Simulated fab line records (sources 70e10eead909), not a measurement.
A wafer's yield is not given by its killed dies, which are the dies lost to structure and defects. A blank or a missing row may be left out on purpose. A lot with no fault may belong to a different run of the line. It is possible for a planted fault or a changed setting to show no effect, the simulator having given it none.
Matching of chambers | flow nandHarc | 4 sister chambers for NHARC_P_CONTACT_ALD_22 on aldMetal-03
The step deposits TiN, target thk 3 nm, pulse time 1 s, ald cycles 150. 4 wafers are shown with their chamber, then 7 later ones without.

== WAFERS WITH THEIR CHAMBER ==
wafer  | chamber | heaterPowerW (W)
L083.6 | 0       | 994
L087.1 | 3       | 884
L089.1 | 1       | 1046
L089.4 | 2       | 1117

== WAFERS MISSING THEIR CHAMBER ==
wafer  | heaterPowerW (W)
L089.5 | 1025
L092.3 | 911
L092.4 | 969
L092.5 | 1035
L096.3 | 989
L096.5 | 981
L096.6 | 911

== CHAMBER TAKEN BY EACH ==
wafer  | from the rows above     | in truth
L089.5 | can't be placed: 1 or 0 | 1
L092.3 | 3                       | 3
L092.4 | 0                       | 0
L092.5 | can't be placed: 1 or 0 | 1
L096.3 | 0                       | 0
L096.5 | 0                       | 0
L096.6 | 3                       | 3
Placed correctly: 5 of 7. Not placeable from these rows: 2 (in 2, the candidates include the true chamber). Placed wrongly: 0.
How it was worked out, from the rows above alone: a wafer's distance from a chamber is the root of the sum, over the readings, of the square of ((its reading less the chamber's mean) divided by the reading's scatter). The wafer belongs to the nearest chamber; if the next one is less than 2 further off, it can't be placed. Each chamber's mean is taken over the wafers shown for it. The scatter: with one shown wafer a chamber, the root of the mean of the squares of how far each hidden wafer lies from its nearest shown one.
